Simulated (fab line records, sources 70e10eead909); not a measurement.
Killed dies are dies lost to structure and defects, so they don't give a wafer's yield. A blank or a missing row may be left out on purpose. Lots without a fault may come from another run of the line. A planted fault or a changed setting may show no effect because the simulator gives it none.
A struck lot beside a sound one | flow nand_harc | 15 steps out of a route of 1159
Sound: wafers L921.1, L921.5, L921.6. Struck: wafers L930.1, L930.4, L930.5. The cause comes at the end.
At each step with rows: each side's tool, then ch and its chambers, then its first start. Under that, the readings that differ: sound wafers | struck wafers | difference of the means | sigmas: that difference in standard deviations of wafers without a fault.
alike: readings whose means differ by less than 2 such deviations, and words and numbers that are the same on both sides. not compared: withheld readings, readings that some wafer has no value for, bounds like >300 that may hide the same value, and numbers for which the record gives no deviation and whose values overlap.
The two part at a step that has a row with sigmas, a row that says differs or no value, or rows on one side only. Numbers that don't overlap but have no deviation are shown without sigmas and don't part them. A reading that every wafer of one side lacks parts them only if that side has two wafers or more.

first, 1 step without rows for these wafers: NHARC_A_ONON_D1_DEP_12 (target thk 1000 nm).
NHARC_A_ONON_D1_THK_MEAS_14: measures by ellipsometry.
  sound on film_metro-02, day 10 05:05; struck on film_metro-02, day 12 04:48
  alike: thk_nm
then, 2 steps without rows for these wafers: NHARC_A_ONON_D1_ANNEAL_15 (time 3600 s); NHARC_A_ONON_D1_DEP_16 (target thk 1000 nm).
NHARC_A_ONON_D1_THK_MEAS_18: measures by ellipsometry.
  sound on film_metro-01, day 10 12:35; struck on film_metro-02, day 12 11:53
  alike: thk_nm
then, 1 step without rows for these wafers: NHARC_A_ONON_D1_DEP_19 (target thk 1000 nm).
NHARC_A_ONON_D1_THK_MEAS_21: measures by ellipsometry.
  sound on film_metro-02, day 10 13:10; struck on film_metro-02, day 12 12:28
  alike: thk_nm
then, 1 step without rows for these wafers: NHARC_A_ONON_D1_DEP_22 (target thk 1000 nm).
NHARC_A_ONON_D1_THK_MEAS_24: measures by ellipsometry.
  sound on film_metro-02, day 10 13:44; struck on film_metro-01, day 12 13:02
  alike: thk_nm
then, 1 step without rows for these wafers: NHARC_A_ONON_D1_DEP_25 (target thk 1000 nm).
NHARC_A_ONON_D1_THK_MEAS_27: measures by ellipsometry.
  sound on film_metro-02, day 10 14:17; struck on film_metro-01, day 12 13:36
  alike: thk_nm
NHARC_A_ONON_D1_DEP_28: target thk 1000 nm.
  sound on pecvd_onon-03 ch 0, day 10 14:21; struck on pecvd_onon-03 ch 0, day 12 13:40
  alike: n2_flow_sccm
NHARC_A_ONON_D1_THK_MEAS_30: measures by ellipsometry.
  sound on film_metro-02, day 10 14:51; struck on film_metro-02, day 12 14:10
  reading     | sound       | struck      | difference | sigmas
  thk_nm (nm) | 987 987 986 | 684 679 681 | -305       | -33
NHARC_A_ONON_D1_DEP_33: deposits SiO2, target thk 200 nm.
  sound on pecvd-04 ch 1,2, day 10 14:58; struck on pecvd-03 ch 0,1,2, day 12 14:20
  alike: chamber_pressure_Torr, heater_power_w, showerhead_vpp_V, throttle_valve_pct
-- the record jumps here: 11 days lie between the struck wafers' starts before and after (it left off in module A_ONON_D1 and takes up again in module END, whose first step shown is number 1159 of the route) --
NHARC_END_SORT_01:
  the record has rows for the struck wafers here (prober-01 ch 0, day 23 23:45) and none for the sound ones

WHERE THEY PART
First at NHARC_A_ONON_D1_THK_MEAS_30; last, within this record, at NHARC_END_SORT_01.

WHY: what the simulator had put in
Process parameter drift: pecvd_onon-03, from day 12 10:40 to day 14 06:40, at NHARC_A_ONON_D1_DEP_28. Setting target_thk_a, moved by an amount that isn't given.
